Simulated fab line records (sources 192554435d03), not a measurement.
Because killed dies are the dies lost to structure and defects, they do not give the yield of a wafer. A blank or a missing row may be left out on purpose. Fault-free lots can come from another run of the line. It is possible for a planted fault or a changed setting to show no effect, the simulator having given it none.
fab line records	flow n5_finfet
record lots=24	wafers=72	last_day=18
route steps=1938 shown BEOL_M2@898 BEOL_M3@944
lots untouched by any fault: they come from a run of this same line in which no faults occurred
start_h: hours from the record's first day to the start of the lot's first wafer shown	wait_h: hours since the lot's step before	" as in the row above	L1.1+2: several wafers, shown together as one row	- value missing, or start not given	* or withheld: withheld	< > ~ a bound
route shown NAME@n: NAME is a module with steps in the file, n the number in the route of the first one	usual: mean/standard deviation of fault-free wafers	same: alike in all rows	chamber/n: place in a boat	sites: the reading at each site	_std_site: standard deviation across them	_edge_site: outer sites' mean less inner sites'	radius_mm: how far each site lies from the wafer's centre	mask NAME#n: copy n	behind: the last tool/chamber to shape the wafer	hold: reason for holding the lot/hours on hold/outcome of the hold	device: the transistor (n, p or np) that didn't switch	end of line: tests of these same wafers at the route's end	a step with no rows: only its recipe	killed: dies lost to structure and defects at the first sort, not the wafer's yield	map: a wafer's dies, marking killed ones x, the rest . and places with no die _
set.NAME: the setting as run; set.NAME@STEP: as run at that earlier step	model.NAME: the simulator's own value behind a step, which no gauge read
the route's steps for a sample of lots (tables are steps, rows are wafers)
services: a tool's chamber out of use, with start hour (start_h, from the record's first day; less than 0 if before it), hours out, and reason
## steps
# step N5_BEOL_M2_CD_MEAS_35
# recipe target_cd_nm=18	target_cd_y_nm=22.2	polarity=opening
# usual cd_nm=18.04/0.29
lot.wafer	tool	chamber	start_h	wait_h	cd_nm
L074.1	cd_sem-02	-	139.69	0.0	18.58
L074.4	"	-	"	"	18.18
L074.5	"	-	"	"	18.43
L075.2	cd_sem-01	-	140.35	0.0	18.26
L075.4	"	-	"	"	17.99
L075.6	"	-	"	"	18.12
L076.1	cd_sem-02	-	148.75	0.0	18.17
L076.2	"	-	"	"	18.05
L076.4	"	-	"	"	18.21
L077.1	cd_sem-02	-	153.94	0.0	18.13
L077.2	"	-	"	"	17.72
L077.5	"	-	"	"	18.24
L078.2	cd_sem-02	-	164.11	0.0	18.32
L078.4	"	-	"	"	17.67
L078.6	"	-	"	"	18.12
L079.3	cd_sem-02	-	167.27	0.0	17.64
L079.4	"	-	"	"	17.73
L079.6	"	-	"	"	18.43
L080.3	cd_sem-03	-	172.95	0.0	17.92
L080.5	"	-	"	"	17.88
L080.6	"	-	"	"	18.37
L081.2	cd_sem-01	-	181.80	0.0	17.91
L081.3	"	-	"	"	18.10
L081.4	"	-	"	"	18.13
L082.2	cd_sem-01	-	190.62	0.0	17.84
L082.4	"	-	"	"	17.67
L082.6	"	-	"	"	18.11
L083.1	cd_sem-03	-	192.21	0.0	17.96
L083.2	"	-	"	"	18.09
L083.3	"	-	"	"	18.55
L084.2	cd_sem-02	-	200.78	0.0	18.22
L084.4	"	-	"	"	18.32
L084.5	"	-	"	"	17.62
L085.1	cd_sem-01	-	206.59	0.0	17.88
L085.3	"	-	"	"	17.67
L085.5	"	-	"	"	18.07
L086.2	cd_sem-03	-	212.07	0.0	18.14
L086.3	"	-	"	"	18.50
L086.6	"	-	"	"	17.78
L087.1	cd_sem-01	-	213.90	0.0	18.08
L087.3	"	-	"	"	17.66
L087.6	"	-	"	"	17.72
L089.1	cd_sem-03	-	225.38	0.0	17.35
L089.5	"	-	"	"	17.85
L089.6	"	-	"	"	17.98
L088.1	cd_sem-01	-	230.29	0.0	17.82
L088.4	"	-	"	"	18.38
L088.6	"	-	"	"	18.10
L090.1	cd_sem-03	-	232.79	0.0	18.34
L090.3	"	-	"	"	18.18
L090.4	"	-	"	"	17.50
L093.1	cd_sem-01	-	250.91	0.0	17.92
L093.3	"	-	"	"	18.04
L093.4	"	-	"	"	17.91
L091.2	cd_sem-02	-	252.71	0.0	18.29
L091.5	"	-	"	"	18.47
L091.6	"	-	"	"	17.99
L092.1	cd_sem-01	-	255.09	0.0	18.27
L092.2	"	-	"	"	18.41
L092.4	"	-	"	"	18.72
L094.1	cd_sem-02	-	256.35	0.0	17.79
L094.5	"	-	"	"	18.18
L094.6	"	-	"	"	18.02
L095.3	cd_sem-01	-	259.60	0.0	18.13
L095.4	"	-	"	"	17.99
L095.6	"	-	"	"	18.34
L096.1	cd_sem-03	-	275.21	0.0	18.18
L096.4	"	-	"	"	17.58
L096.5	"	-	"	"	17.42
L097.1	cd_sem-01	-	297.92	0.0	18.12
L097.3	"	-	"	"	18.21
L097.5	"	-	"	"	17.85
# step N5_BEOL_M2_ANNEAL_89
# recipe temp_c=400	time_s=240	ambient=vacuum
# usual heater_power_w=859/75
lot.wafer	tool	chamber	start_h	wait_h	heater_power_w
L074.1	pvd_sputter-03	-	141.85	0.0	738
L074.4	"	-	"	"	822
L074.5	"	-	"	"	863
L075.2	pvd_sputter-01	-	142.42	0.0	913
L075.4	"	-	"	"	902
L075.6	"	-	"	"	898
L076.1	pvd_sputter-03	-	150.35	0.0	877
L076.2	"	-	"	"	741
L076.4	"	-	"	"	742
L077.1	pvd_sputter-03	-	155.49	0.0	747
L077.2	"	-	"	"	876
L077.5	"	-	"	"	743
L078.2	pvd_sputter-01	-	165.88	0.0	889
L078.4	"	-	"	"	906
L078.6	"	-	"	"	848
L079.3	pvd_sputter-02	-	168.94	0.0	842
L079.4	"	-	"	"	1051
L079.6	"	-	"	"	840
L080.3	pvd_sputter-01	-	175.22	0.0	817
L080.5	"	-	"	"	800
L080.6	"	-	"	"	909
L081.2	pvd_sputter-01	-	183.43	0.0	891
L081.3	"	-	"	"	903
L081.4	"	-	"	"	863
L082.2	pvd_sputter-03	-	192.28	0.0	832
L082.4	"	-	"	"	759
L082.6	"	-	"	"	830
L083.1	pvd_sputter-02	-	194.00	0.0	1027
L083.2	"	-	"	"	831
L083.3	"	-	"	"	846
L084.2	pvd_sputter-02	-	202.95	0.0	923
L084.4	"	-	"	"	1036
L084.5	"	-	"	"	853
L085.1	pvd_sputter-01	-	208.62	0.0	910
L085.3	"	-	"	"	795
L085.5	"	-	"	"	899
L086.2	pvd_sputter-02	-	214.24	0.0	916
L086.3	"	-	"	"	851
L086.6	"	-	"	"	838
L087.1	pvd_sputter-01	-	215.93	0.0	922
L087.3	"	-	"	"	852
L087.6	"	-	"	"	813
L089.1	pvd_sputter-02	-	229.63	0.0	858
L089.5	"	-	"	"	1046
L089.6	"	-	"	"	926
L088.1	pvd_sputter-01	-	232.08	0.0	858
L088.4	"	-	"	"	803
L088.6	"	-	"	"	825
L090.1	pvd_sputter-02	-	235.40	0.0	1058
L090.3	"	-	"	"	923
L090.4	"	-	"	"	811
L093.1	pvd_sputter-01	-	253.86	0.0	861
L093.3	"	-	"	"	896
L093.4	"	-	"	"	913
L091.2	pvd_sputter-03	-	255.62	0.0	869
L091.5	"	-	"	"	745
L091.6	"	-	"	"	859
L092.1	pvd_sputter-02	-	257.26	0.0	918
L092.2	"	-	"	"	798
L092.4	"	-	"	"	1027
L094.1	pvd_sputter-01	-	258.94	0.0	841
L094.5	"	-	"	"	905
L094.6	"	-	"	"	903
L095.3	pvd_sputter-03	-	261.54	0.0	744
L095.4	"	-	"	"	848
L095.6	"	-	"	"	753
L096.1	pvd_sputter-01	-	277.22	0.0	807
L096.4	"	-	"	"	857
L096.5	"	-	"	"	834
L097.1	pvd_sputter-03	-	300.32	0.0	732
L097.3	"	-	"	"	853
L097.5	"	-	"	"	762
# step N5_BEOL_M2_SPUTTER_92
# recipe material=Cu	target_thk_a=45	temp_c=-20	chamber_pressure_pa=0.07	power_w=withheld	time_s=8.29
# usual substrate_temp_c=-20.00/0.11	throttle_valve_pct=29.9/0.78
lot.wafer	tool	chamber	start_h	wait_h	substrate_temp_c	throttle_valve_pct
L074.1	pvd_sputter-03	-	142.21	0.1	-19.96	29.4
L074.4	"	-	"	"	-20.19	28.8
L074.5	"	-	"	"	-20.19	29.4
L075.2	pvd_sputter-01	-	142.78	0.1	-20.03	29.5
L075.4	"	-	"	"	-19.76	31.0
L075.6	"	-	"	"	-20.04	29.7
L076.1	pvd_sputter-03	-	150.71	0.1	-19.98	29.6
L076.2	"	-	"	"	-19.88	29.6
L076.4	"	-	"	"	-20.10	30.2
L077.1	pvd_sputter-03	-	155.85	0.1	-19.94	30.5
L077.2	"	-	"	"	-20.06	29.8
L077.5	"	-	"	"	-20.03	29.5
L078.2	pvd_sputter-01	-	166.24	0.1	-20.07	31.1
L078.4	"	-	"	"	-20.16	29.7
L078.6	"	-	"	"	-20.02	30.4
L079.3	pvd_sputter-02	-	169.30	0.1	-20.01	29.2
L079.4	"	-	"	"	-19.95	31.4
L079.6	"	-	"	"	-19.99	28.6
L080.3	pvd_sputter-01	-	175.58	0.1	-19.90	29.5
L080.5	"	-	"	"	-19.90	29.4
L080.6	"	-	"	"	-20.22	31.0
L081.2	pvd_sputter-01	-	183.79	0.1	-20.08	31.0
L081.3	"	-	"	"	-19.82	29.7
L081.4	"	-	"	"	-20.19	30.4
L082.2	pvd_sputter-03	-	192.64	0.1	-20.08	29.6
L082.4	"	-	"	"	-19.91	29.4
L082.6	"	-	"	"	-20.19	29.1
L083.1	pvd_sputter-02	-	194.36	0.1	-20.26	31.5
L083.2	"	-	"	"	-20.15	29.3
L083.3	"	-	"	"	-20.14	28.6
L084.2	pvd_sputter-02	-	203.31	0.1	-19.97	30.3
L084.4	"	-	"	"	-20.01	31.0
L084.5	"	-	"	"	-19.92	28.8
L085.1	pvd_sputter-01	-	208.98	0.1	-20.06	29.8
L085.3	"	-	"	"	-20.06	29.4
L085.5	"	-	"	"	-20.06	29.6
L086.2	pvd_sputter-02	-	214.60	0.1	-19.93	29.7
L086.3	"	-	"	"	-20.10	28.8
L086.6	"	-	"	"	-20.10	28.6
L087.1	pvd_sputter-01	-	216.29	0.1	-20.04	30.9
L087.3	"	-	"	"	-19.72	30.3
L087.6	"	-	"	"	-19.96	29.4
L089.1	pvd_sputter-02	-	229.99	0.1	-20.19	28.7
L089.5	"	-	"	"	-19.92	31.4
L089.6	"	-	"	"	-19.78	30.0
L088.1	pvd_sputter-01	-	232.44	0.1	-19.89	30.1
L088.4	"	-	"	"	-20.11	29.5
L088.6	"	-	"	"	-20.08	29.4
L090.1	pvd_sputter-02	-	235.76	0.1	-20.12	31.4
L090.3	"	-	"	"	-20.02	30.0
L090.4	"	-	"	"	-19.93	29.3
L093.1	pvd_sputter-01	-	254.22	0.1	-20.13	30.2
L093.3	"	-	"	"	-20.05	29.6
L093.4	"	-	"	"	-19.90	31.2
L091.2	pvd_sputter-03	-	255.98	0.1	-20.04	29.8
L091.5	"	-	"	"	-20.02	29.3
L091.6	"	-	"	"	-20.01	29.4
L092.1	pvd_sputter-02	-	257.62	0.1	-19.98	30.0
L092.2	"	-	"	"	-20.05	29.3
L092.4	"	-	"	"	-20.04	31.5
L094.1	pvd_sputter-01	-	259.30	0.1	-19.86	30.2
L094.5	"	-	"	"	-20.01	31.0
L094.6	"	-	"	"	-20.07	29.5
L095.3	pvd_sputter-03	-	261.90	0.1	-19.96	29.6
L095.4	"	-	"	"	-20.12	29.6
L095.6	"	-	"	"	-20.06	29.4
L096.1	pvd_sputter-01	-	277.58	0.1	-19.96	29.6
L096.4	"	-	"	"	-20.11	30.0
L096.5	"	-	"	"	-19.96	29.4
L097.1	pvd_sputter-03	-	300.68	0.1	-19.91	29.5
L097.3	"	-	"	"	-19.91	29.3
L097.5	"	-	"	"	-19.90	30.5
# step N5_BEOL_M3_CD_MEAS_11
# recipe target_cd_nm=17.05	landing_energy_ev=500	detector=se_inlens	polarity=opening
# usual cd_nm=17.07/0.21
lot.wafer	tool	chamber	start_h	wait_h	cd_nm
L074.1	cd_sem-01	0	144.33	-	16.76
L074.4	"	0	"	"	17.31
L074.5	"	0	"	"	16.98
L075.2	cd_sem-01	0	148.60	-	16.89
L075.4	"	0	"	"	16.87
L075.6	"	0	"	"	17.01
L076.1	cd_sem-01	0	154.55	-	17.08
L076.2	"	0	"	"	16.83
L076.4	"	0	"	"	16.88
L077.1	cd_sem-02	0	161.25	-	16.90
L077.2	"	0	"	"	16.90
L077.5	"	0	"	"	17.11
L078.2	cd_sem-01	0	172.48	-	17.22
L078.4	"	0	"	"	17.21
L078.6	"	0	"	"	16.80
L079.3	cd_sem-01	0	172.56	-	17.23
L079.4	"	0	"	"	17.03
L079.6	"	0	"	"	17.21
L080.3	cd_sem-01	0	180.73	-	17.22
L080.5	"	0	"	"	17.14
L080.6	"	0	"	"	17.32
L081.2	cd_sem-03	0	190.26	-	16.69
L081.3	"	0	"	"	17.22
L081.4	"	0	"	"	17.16
L082.2	cd_sem-02	0	197.47	-	16.94
L082.4	"	0	"	"	17.38
L082.6	"	0	"	"	17.20
L083.1	cd_sem-03	0	198.79	-	17.04
L083.2	"	0	"	"	17.21
L083.3	"	0	"	"	16.93
L084.2	cd_sem-01	0	209.04	-	17.14
L084.4	"	0	"	"	17.03
L084.5	"	0	"	"	16.89
L085.1	cd_sem-03	0	214.68	-	17.50
L085.3	"	0	"	"	17.10
L085.5	"	0	"	"	17.26
L086.2	cd_sem-02	0	220.78	-	16.64
L086.3	"	0	"	"	16.98
L086.6	"	0	"	"	16.79
L087.1	cd_sem-03	0	221.33	-	17.31
L087.3	"	0	"	"	17.06
L087.6	"	0	"	"	17.60
L089.1	cd_sem-02	0	234.26	-	17.30
L089.5	"	0	"	"	17.05
L089.6	"	0	"	"	17.19
L088.1	cd_sem-03	0	239.74	-	17.08
L088.4	"	0	"	"	16.94
L088.6	"	0	"	"	16.84
L090.1	cd_sem-01	0	240.05	-	17.06
L090.3	"	0	"	"	16.94
L090.4	"	0	"	"	16.86
L093.1	cd_sem-01	0	256.43	-	17.17
L093.3	"	0	"	"	16.99
L093.4	"	0	"	"	17.21
L091.2	cd_sem-03	0	260.63	-	17.11
L091.5	"	0	"	"	17.02
L091.6	"	0	"	"	17.20
L092.1	cd_sem-02	0	261.41	-	17.13
L092.2	"	0	"	"	16.77
L092.4	"	0	"	"	16.72
L094.1	cd_sem-01	0	263.21	-	16.71
L094.5	"	0	"	"	17.15
L094.6	"	0	"	"	17.23
L095.3	cd_sem-03	0	267.17	-	17.26
L095.4	"	0	"	"	16.86
L095.6	"	0	"	"	16.99
L096.1	cd_sem-01	0	280.07	-	16.76
L096.4	"	0	"	"	17.17
L096.5	"	0	"	"	16.83
L097.1	cd_sem-03	0	303.62	-	17.07
L097.3	"	0	"	"	17.07
L097.5	"	0	"	"	17.30
# step N5_BEOL_M3_OVL_MEAS_12
# recipe points_per_wafer=522
# usual M3_OVL=-0.1/0.62
lot.wafer	tool	chamber	start_h	wait_h	M3_OVL[nm]
L074.1	overlay-01	0	144.36	0.0	-0.3
L074.4	"	0	"	"	0.5
L074.5	"	0	"	"	0.3
L075.2	overlay-02	0	148.64	0.0	0.3
L075.4	"	0	"	"	0.8
L075.6	"	0	"	"	1.0
L076.1	overlay-02	0	154.58	0.0	-0.8
L076.2	"	0	"	"	-1.1
L076.4	"	0	"	"	-0.9
L077.1	overlay-02	0	161.29	0.0	0.6
L077.2	"	0	"	"	-0.8
L077.5	"	0	"	"	-0.5
L078.2	overlay-02	0	172.51	0.0	0.3
L078.4	"	0	"	"	0.9
L078.6	"	0	"	"	0.8
L079.3	overlay-02	0	172.60	0.0	-0.2
L079.4	"	0	"	"	-0.5
L079.6	"	0	"	"	-0.8
L080.3	overlay-01	0	180.77	0.0	0.3
L080.5	"	0	"	"	-0.4
L080.6	"	0	"	"	-1.1
L081.2	overlay-01	0	190.30	0.0	0.3
L081.3	"	0	"	"	0.2
L081.4	"	0	"	"	-0.3
L082.2	overlay-02	0	197.51	0.0	-0.7
L082.4	"	0	"	"	-0.1
L082.6	"	0	"	"	-0.8
L083.1	overlay-01	0	198.82	0.0	-0.7
L083.2	"	0	"	"	0.6
L083.3	"	0	"	"	0.3
L084.2	overlay-02	0	209.08	0.0	-1.0
L084.4	"	0	"	"	0.4
L084.5	"	0	"	"	0.7
L085.1	overlay-01	0	214.71	0.0	0.5
L085.3	"	0	"	"	0.1
L085.5	"	0	"	"	0.1
L086.2	overlay-02	0	220.81	0.0	-0.6
L086.3	"	0	"	"	-1.6
L086.6	"	0	"	"	-0.9
L087.1	overlay-02	0	221.36	0.0	-1.5
L087.3	"	0	"	"	-1.7
L087.6	"	0	"	"	-0.7
L089.1	overlay-01	0	234.29	0.0	-0.1
L089.5	"	0	"	"	0.0
L089.6	"	0	"	"	1.3
L088.1	overlay-02	0	239.77	0.0	0.4
L088.4	"	0	"	"	0.6
L088.6	"	0	"	"	-0.6
L090.1	overlay-01	0	240.09	0.0	0.4
L090.3	"	0	"	"	0.0
L090.4	"	0	"	"	0.1
L093.1	overlay-01	0	256.46	0.0	-0.1
L093.3	"	0	"	"	-0.4
L093.4	"	0	"	"	-0.2
L091.2	overlay-01	0	260.67	0.0	0.4
L091.5	"	0	"	"	0.0
L091.6	"	0	"	"	0.0
L092.1	overlay-02	0	261.44	0.0	-0.5
L092.2	"	0	"	"	-0.5
L092.4	"	0	"	"	0.1
L094.1	overlay-01	0	263.24	0.0	0.5
L094.5	"	0	"	"	0.3
L094.6	"	0	"	"	0.2
L095.3	overlay-02	0	267.20	0.0	0.1
L095.4	"	0	"	"	-0.1
L095.6	"	0	"	"	0.1
L096.1	overlay-01	0	280.10	0.0	-0.5
L096.4	"	0	"	"	-0.8
L096.5	"	0	"	"	-0.9
L097.1	overlay-02	0	303.66	0.0	-0.7
L097.3	"	0	"	"	-1.2
L097.5	"	0	"	"	-0.6
# step N5_BEOL_M3_STRIP_66
# recipe chemistry=CF4	resist=SiARC	power_w=300	bias_power_w=75	pressure_mtorr=50	cf4_flow_sccm=150	rf_frequency_hz=6e+07
# usual drypump_motor_current_A=5.8/0.45	oes_product_au=0.78/0.091	rf_vpp_V=270.7/1.5	showerhead_plenum_p_Torr=1.77/0.057	throttle_valve_pct=13.53/0.28
lot.wafer	tool	chamber	start_h	wait_h	drypump_motor_current_A	oes_product_au	rf_hours_counter_h	rf_vpp_V	showerhead_plenum_p_Torr	throttle_valve_pct
L074.1	rie_diel-02	1	144.66	0.0	5.7	0.76	124	269.2	1.67	13.20
L074.4	"	3	"	"	6.2	0.69	-	273.4	1.84	13.57
L074.5	"	1	"	"	5.7	0.76	-	268.5	1.67	13.19
L075.2	rie_diel-02	1	148.93	0.0	5.7	0.76	125	267.4	1.67	13.20
L075.4	"	0	"	"	5.7	0.75	-	271.2	1.80	13.75
L075.6	"	3	"	"	6.3	0.69	-	272.4	1.84	13.57
L076.1	rie_diel-03	2	155.09	0.0	6.2	0.73	158	269.0	1.73	13.59
L076.2	"	0	"	"	6.1	0.76	170	268.4	1.71	13.70
L076.4	"	3	"	"	6.2	0.80	98	270.4	1.74	13.52
L077.1	rie_diel-03	3	161.62	0.0	6.2	0.80	99	271.4	1.74	13.51
L077.2	"	2	"	"	6.2	0.73	159	268.7	1.73	13.59
L077.5	"	2	"	"	6.2	0.73	-	269.3	1.73	13.60
L078.2	rie_diel-02	3	172.98	0.0	6.2	0.67	258	271.7	1.84	13.59
L078.4	"	1	"	"	5.7	0.75	-	267.6	1.67	13.23
L078.6	"	0	"	"	5.7	0.74	-	271.8	1.80	13.77
L079.3	rie_diel-02	0	173.27	0.0	5.7	0.74	143	271.6	1.80	13.75
L079.4	"	1	"	"	5.7	0.75	-	269.3	1.67	13.23
L079.6	"	0	"	"	5.7	0.74	-	270.5	1.80	13.77
L080.3	rie_diel-03	0	181.14	0.0	6.1	0.74	178	268.3	1.71	13.73
L080.5	"	3	"	"	6.2	0.79	-	271.3	1.74	13.53
L080.6	"	2	"	"	6.2	0.73	-	268.9	1.73	13.61
L081.2	rie_diel-02	0	190.81	0.0	5.7	0.74	149	272.2	1.79	13.78
L081.3	"	1	"	"	5.7	0.75	140	268.9	1.67	13.25
L081.4	"	3	"	"	6.3	0.98	0	272.4	1.84	13.03
L082.2	rie_diel-03	0	197.80	0.0	6.1	0.74	184	269.3	1.71	13.75
L082.4	"	3	"	"	6.2	0.78	111	270.4	1.73	13.54
L082.6	"	1	"	"	4.7	0.96	-	272.5	1.83	13.20
L083.1	rie_diel-03	1	199.42	0.0	4.7	0.98	2	271.1	1.83	13.21
L083.2	"	3	"	"	6.2	0.78	112	270.2	1.73	13.53
L083.3	"	0	"	"	6.1	0.74	184	269.7	1.71	13.73
L084.2	rie_diel-04	0	209.37	0.0	5.6	0.69	212	271.2	1.78	13.95
L084.4	"	2	"	"	5.7	0.96	2	270.2	1.78	13.40
L084.5	"	1	"	"	6.1	0.74	-	273.7	1.86	13.54
L085.1	rie_diel-03	3	215.03	0.0	6.2	0.78	116	269.5	1.73	13.56
L085.3	"	0	"	"	6.1	0.73	189	270.6	1.71	13.74
L085.5	"	1	"	"	4.7	0.95	-	272.0	1.83	13.22
L086.2	rie_diel-03	2	221.11	0.0	6.2	0.72	177	270.3	1.72	13.63
L086.3	"	1	"	"	4.7	0.94	7	272.5	1.83	13.21
L086.6	"	2	"	"	6.2	0.72	-	269.6	1.72	13.64
L087.1	rie_diel-04	3	221.66	0.0	5.8	0.70	227	271.0	1.77	13.87
L087.3	"	1	"	"	6.1	0.74	171	272.1	1.86	13.56
L087.6	"	0	"	"	5.6	0.69	-	269.7	1.78	13.96
L089.1	rie_diel-04	3	234.59	0.0	5.8	0.71	232	270.0	1.77	13.88
L089.5	"	2	"	"	5.7	0.92	-	270.0	1.77	13.40
L089.6	"	1	"	"	6.1	0.74	-	272.5	1.86	13.58
L088.1	rie_diel-02	0	240.10	0.0	5.7	0.73	164	271.5	1.79	13.81
L088.4	"	2	"	"	5.1	0.89	18	270.0	1.76	13.05
L088.6	"	2	"	"	5.1	0.89	-	269.5	1.76	13.06
L090.1	rie_diel-04	2	240.40	0.0	5.7	0.92	12	270.0	1.77	13.41
L090.3	"	0	"	"	5.6	0.68	222	270.6	1.77	13.97
L090.4	"	1	"	"	6.1	0.74	177	273.1	1.86	13.58
L093.1	rie_diel-02	2	256.76	0.0	5.1	0.89	23	269.9	1.75	13.07
L093.3	"	1	"	"	5.7	0.73	159	267.9	1.66	13.29
L093.4	"	0	"	"	5.7	0.72	168	271.3	1.79	13.81
L091.2	rie_diel-04	1	261.33	0.0	6.1	0.74	184	273.0	1.86	13.59
L091.5	"	1	"	"	6.1	0.73	-	273.7	1.86	13.59
L091.6	"	2	"	"	5.7	0.91	-	271.2	1.77	13.44
L092.1	rie_diel-02	1	261.88	0.0	5.7	0.73	162	267.0	1.66	13.29
L092.2	"	3	"	"	6.3	0.89	21	271.2	1.83	13.05
L092.4	"	0	"	"	5.7	0.72	170	270.4	1.79	13.83
L094.1	rie_diel-04	0	263.54	0.0	5.6	0.68	230	270.5	1.77	13.99
L094.5	"	1	"	"	6.1	0.72	-	272.5	1.86	13.58
L094.6	"	0	"	"	5.6	0.68	-	271.6	1.77	14.01
L095.3	rie_diel-02	1	267.49	0.0	5.7	0.73	164	268.2	1.66	13.29
L095.4	"	2	"	"	5.1	0.87	28	271.1	1.75	13.07
L095.6	"	0	"	"	5.7	0.72	-	271.4	1.79	13.84
L096.1	rie_diel-03	0	281.71	0.0	6.1	0.73	209	268.8	1.70	13.78
L096.4	"	2	"	"	6.2	0.70	198	268.7	1.72	13.68
L096.5	"	3	"	"	6.2	0.76	-	269.8	1.73	13.60
L097.1	rie_diel-04	1	303.96	0.0	6.1	0.72	201	273.2	1.85	13.62
L097.3	"	2	"	"	5.7	0.87	34	271.6	1.77	13.48
L097.5	"	2	"	"	5.7	0.88	-	269.7	1.77	13.45
## services
tool	chamber	start_h	hours	kind
rie_diel-02	1	128.59	14.5	repair
rie_diel-02	2	143.09	-	clean
rie_diel-02	2	143.09	-	consumable_replace:focus_ring
rie_diel-02	2	143.09	35.0	scheduled_down
rie_diel-02	2	143.09	35.0	vent_cycle
rie_diel-03	1	170.57	-	clean
rie_diel-03	1	170.57	-	consumable_replace:focus_ring
rie_diel-03	1	170.57	23.4	scheduled_down
rie_diel-03	1	170.57	23.4	vent_cycle
rie_diel-02	3	178.06	-	clean
rie_diel-02	3	178.06	-	consumable_replace:focus_ring
rie_diel-02	3	178.06	12.3	scheduled_down
rie_diel-02	3	178.06	12.3	vent_cycle
rie_diel-04	2	185.70	-	clean
rie_diel-04	2	185.70	-	consumable_replace:focus_ring
rie_diel-04	2	250.08	2.5	repair
rie_diel-04	3	257.50	8.1	repair
rie_diel-02	-	270.26	14.6	pm
pvd_sputter-03	-	285.89	3.8	repair
rie_diel-02	-	289.47	0.3	repair
rie_diel-04	3	298.96	-	clean
rie_diel-04	3	298.96	-	consumable_replace:focus_ring
rie_diel-04	3	298.96	20.0	scheduled_down
rie_diel-04	3	298.96	20.0	vent_cycle
## key
fault none
